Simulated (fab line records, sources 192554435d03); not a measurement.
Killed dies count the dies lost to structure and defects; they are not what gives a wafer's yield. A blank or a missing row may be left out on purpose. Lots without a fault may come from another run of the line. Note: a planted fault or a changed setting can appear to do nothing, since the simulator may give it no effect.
Matching of chambers	flow n5Finfet	4 sister chambers for N5_BEOL_M2_ETCHBACK_99 on rieDiel-02
The step etches SiO2 in CHF3, target depth 5 nm, time 10.4 s. 4 wafers are shown with their chamber, then 12 later ones without.

## WAFERS WITH THEIR CHAMBER
wafer	chamber	drypumpMotorCurrentA (A)
L084.1	2	5.6
L088.1	1	5.9
L088.2	3	6.5
L088.3	0	6.2

## WAFERS WITH NO CHAMBER GIVEN
wafer	drypumpMotorCurrentA (A)
L091.3	5.6
L091.4	5.9
L091.6	5.6
L093.1	6.0
L093.4	6.5
L093.6	5.6
L095.1	6.1
L095.2	6.6
L095.3	5.6
L095.4	5.9
L095.5	5.9
L095.6	6.1

## WHICH CHAMBER EACH ONE RAN IN
wafer	from the rows above	in truth
L091.3	2	2
L091.4	1	1
L091.6	2	2
L093.1	can't be placed: 1 or 0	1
L093.4	3	3
L093.6	2	2
L095.1	can't be placed: 0 or 1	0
L095.2	3	3
L095.3	2	2
L095.4	1	1
L095.5	1	1
L095.6	can't be placed: 0 or 1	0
9 of 12 placed correctly. Not placeable from these rows: 3 (in 3, the candidates include the true chamber). Wrongly placed: 0.
How it was worked out, from the rows above alone: a wafer's distance from a chamber is the root of the sum, over the readings, of the square of ((its reading less the chamber's mean) divided by the reading's scatter). If the next closest chamber is less than 2 further off than the closest, the wafer can't be placed; otherwise it belongs to the closest. For every chamber, the mean is computed from those of its wafers that are shown. The scatter (one wafer shown for each chamber): square how far every hidden wafer sits from the nearest shown wafer, average those squares and take the square root.
